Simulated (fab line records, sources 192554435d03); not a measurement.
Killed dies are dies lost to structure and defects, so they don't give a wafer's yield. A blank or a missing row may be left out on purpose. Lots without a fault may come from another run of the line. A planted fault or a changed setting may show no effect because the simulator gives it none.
One fault seen from 2 desks | flow n5_finfet | each desk has only its own numbers; what lay behind them comes last

THE TOOL OWNER'S DESK: euv_scanner-01
The tool's own readings at N5_BEOL_M1_EXPOSE_08 (exposes mask M1): means of the sampled wafers that have a number, for each lot that ran on this tool. A lot is out of limits, marked OUT, if its mean lies more than 4 standard deviations from the usual mean; the brackets give that distance.
Columns: A = exposure_dose_mJ_cm2 at N5_BEOL_M1_EXPOSE_08, usual 33.04
lot  | first seen here | A
L129 | day 6 15:49     | 33.01
L131 | day 7 04:38     | 32.93
L136 | day 8 06:03     | 33.00
L143 | day 9 21:22     | 34.51 (+15) OUT
This desk's finding: out of limits on L143; first on L143, day 9 21:22 (exposure_dose_mJ_cm2 at N5_BEOL_M1_EXPOSE_08). In limits: L129, L131, L136.

THE METROLOGY DESK
What the gauges read, lot by lot, whatever tool the lot ran on: means of the sampled wafers that have a number. A lot is out of limits, marked OUT, if its mean lies more than 4 standard deviations from the usual mean; the brackets give that distance. Of its 12 readings 7 are shown: those that lie furthest out on some lot.
Columns: A = cd_nm at N5_BEOL_M1_CD_MEAS_11, usual 17.14 nm; B = M1_OVL at N5_BEOL_M1_OVL_MEAS_12, usual -0.3 nm; C = DIBL_N at N5_BEOL_M4_RC_MEAS_101, usual 37.3 mV/V; D = IOFF_N at N5_BEOL_M4_RC_MEAS_101, usual 0.18 nA/um; E = SS_N at N5_BEOL_M4_RC_MEAS_101, usual 71.8 mV/dec; F = SS_P at N5_BEOL_M4_RC_MEAS_101, usual 73.6 mV/dec; G = VT_N at N5_BEOL_M4_RC_MEAS_101, usual 248 mV
lot  | first seen here | A     | B    | C    | D    | E    | F    | G
L129 | day 6 15:57     | 17.06 | -1.2 | 36.8 | 0.16 | 71.8 | 73.8 | 248
L131 | day 7 04:45     | 17.34 | -0.3 | 34.8 | 0.13 | 71.5 | 72.1 | 253
L130 | day 7 04:59     | 17.17 | -0.5 | 34.5 | 0.14 | 71.0 | 73.2 | 251
L136 | day 8 06:10     | 16.92 | -0.9 | 39.2 | 0.21 | 72.0 | 73.8 | 244
L138 | day 8 20:50     | 17.04 | -1.0 | 35.2 | 0.16 | 71.9 | 72.9 | 250
L143 | day 9 21:29     | 17.88 | -0.2 | 37.8 | 0.20 | 71.4 | 73.7 | 245
L144 | day 10 01:05    | 17.32 | 0.8  | 33.7 | 0.14 | 71.0 | 73.1 | 250
L148 | day 10 23:09    | 17.13 | -0.2 | 37.8 | 0.18 | 71.8 | 73.3 | 249
L151 | day 11 22:42    | 17.14 | -0.1 | 36.7 | 0.17 | 71.3 | 73.1 | 248
This desk's finding: nothing out of limits on any of the 9 lots.

PUT TOGETHER
The tool owner's desk could have raised an alarm at day 9 21:22, on L143.
The metrology desk saw nothing out of limits.
The metrology desk has L143 on record, within its limits.
Of the lots named, all ran N5_BEOL_M1_EXPOSE_08 on euv_scanner-01.

WHAT THE SIMULATOR HAD PUT IN
Process parameter drift: euv_scanner-01, from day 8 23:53 on, at N5_BEOL_M1_EXPOSE_08. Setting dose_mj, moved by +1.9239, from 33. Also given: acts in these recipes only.
Lots struck among those shown: L143.
Hours from the fault's start to each desk's first reading out of limits: the tool owner's desk, 21.
